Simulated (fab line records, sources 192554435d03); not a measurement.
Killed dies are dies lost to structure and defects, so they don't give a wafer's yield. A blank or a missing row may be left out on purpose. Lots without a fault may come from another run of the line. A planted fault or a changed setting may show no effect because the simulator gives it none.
Split-lot experiment | flow n5_finfet | 7 lots, 39 wafers read, on a route of 1938 steps

THE SPLIT
At N5_DUMMY_GATE_ETCH_42 (etches SiO2 in CHF3/O2, target depth 3.5 nm, time 31 s), the setting bias_w was moved away from the recipe's 12 W on 12 of the 39 wafers read, by -16.4% to +11.7%. The other wafers ran this setting at the recipe's value.

The reading is taken at the split's own step.

THE READING
rf_vpp_V, in V, at N5_DUMMY_GATE_ETCH_42 (etches SiO2 in CHF3/O2, target depth 3.5 nm, time 31 s). Fault-free wafers of this fab line usually give 42.6 V, standard deviation 1.1 V.

wafer  | tool, chamber at the split | bias_w as run, W | against the recipe | rf_vpp_V, V | against lot-mates on the recipe
L077.1 | rie_diel-01, 3             | 12               | recipe             | 42.3        | -
L077.2 | rie_diel-01, 0             | 12               | recipe             | 41.7        | -
L077.3 | rie_diel-01, 2             | 12               | recipe             | 44.1        | -
L077.4 | rie_diel-01, 1             | 12               | recipe             | 41.2        | -
L077.5 | rie_diel-01, 2             | 12               | recipe             | 43.3        | -
L077.6 | rie_diel-01, 1             | 12               | recipe             | 44.0        | -
L078.1 | rie_diel-02, 0             | 12               | recipe             | 42.2        | -
L078.2 | rie_diel-02, 2             | 12               | recipe             | 42.9        | -
L078.3 | rie_diel-02, 1             | 12               | recipe             | 41.9        | -
L078.4 | rie_diel-02, 3             | 12               | recipe             | 40.4        | -
L078.5 | rie_diel-02, 1             | 12               | recipe             | 42.2        | -
L078.6 | rie_diel-02, 0             | 12               | recipe             | 43.3        | -
L080.1 | rie_diel-06, 3             | 12               | recipe             | 42.1        | -
L080.3 | rie_diel-06, 0             | 12               | recipe             | 44.0        | -
L080.6 | rie_diel-06, 1             | 12               | recipe             | 41.4        | -
L082.1 | rie_diel-06, 2             | 12               | recipe             | 42.8        | -
L082.2 | rie_diel-06, 3             | 10.03            | -16.4%             | 37.2        | -6.9
L082.3 | rie_diel-06, 0             | 12               | recipe             | 44.9        | -
L082.4 | rie_diel-06, 1             | 10.03            | -16.4%             | 35.8        | -8.3
L082.5 | rie_diel-06, 3             | 10.03            | -16.4%             | 36.6        | -7.5
L082.6 | rie_diel-06, 2             | 12               | recipe             | 44.5        | -
L090.1 | rie_diel-02, 1             | 12               | recipe             | 42.1        | -
L090.2 | rie_diel-02, 2             | 12               | recipe             | 44.5        | -
L090.3 | rie_diel-02, 0             | 12               | recipe             | 41.4        | -
L090.4 | rie_diel-02, 3             | 10.23            | -14.7%             | 36.6        | -6.1
L090.5 | rie_diel-02, 2             | 10.23            | -14.7%             | 38.4        | -4.3
L090.6 | rie_diel-02, 1             | 10.23            | -14.7%             | 36.9        | -5.8
L093.1 | rie_diel-02, 0             | 10.93            | -8.9%              | 38.6        | -3.8
L093.2 | rie_diel-02, 1             | 10.93            | -8.9%              | 38.6        | -3.8
L093.3 | rie_diel-02, 3             | 10.93            | -8.9%              | 39.6        | -2.8
L093.4 | rie_diel-02, 2             | 12               | recipe             | 42.2        | -
L093.5 | rie_diel-02, 3             | 12               | recipe             | 42.2        | -
L093.6 | rie_diel-02, 2             | 12               | recipe             | 42.7        | -
L095.1 | rie_diel-01, 2             | 13.41            | +11.7%             | 45.6        | +3.6
L095.2 | rie_diel-01, 0             | 12               | recipe             | 42.3        | -
L095.3 | rie_diel-01, 1             | 13.41            | +11.7%             | 45.9        | +3.9
L095.4 | rie_diel-01, 3             | 13.41            | +11.7%             | 47.4        | +5.4
L095.5 | rie_diel-01, 2             | 12               | recipe             | 41.6        | -
L095.6 | rie_diel-01, 3             | 12               | recipe             | 42.2        | -

THE FIT
A straight line over all 39 wafers: rf_vpp_V changes by +0.357 V for each +1% of bias_w; r = +0.93; the points scatter about the line by 1 V.
The same after taking each lot's own level away (the mean of its wafers on the recipe; 39 wafers): +0.4 V for each +1%; r = +0.95; scatter 0.96 V.
On that fit, the largest move of bias_w shifts the reading by 6.6 V.
The lots' own levels span 42.03 to 44.07 V, that is 1.8 times the standard deviation above.
So the lot-to-lot level changes the slope: the two fits differ.
Check: with one of the wafers moved furthest among these (-16.4%) left out of the fit, the line predicts -6.59 V for it against its lot-mates. It came out at -6.87 V against them.
Tool readings at the split's step, against how far the setting was moved: rf_vpp_V r = +0.93.

OTHER SPLITS ON THESE WAFERS
These wafers also went through other splits before the reading. Each is held against what the fit with the lots' levels taken away leaves over:
other split on the same wafers        | wafers away from the commonest value | r with rf_vpp_V (lot level and that fit taken away)
N5_FIN_SAQP_EXPOSE_13 dose_mj         | 15                                   | +0.18
N5_FIN_CUT_CUT_ETCH_26 target_depth_a | 15                                   | +0.08
N5_DUMMY_GATE_EXPOSE_12 dose_mj       | 15                                   | -0.15

THE FILE'S OWN FIT
rf_vpp_V changes by +0.404 V for each +1% of bias_w, r = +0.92.
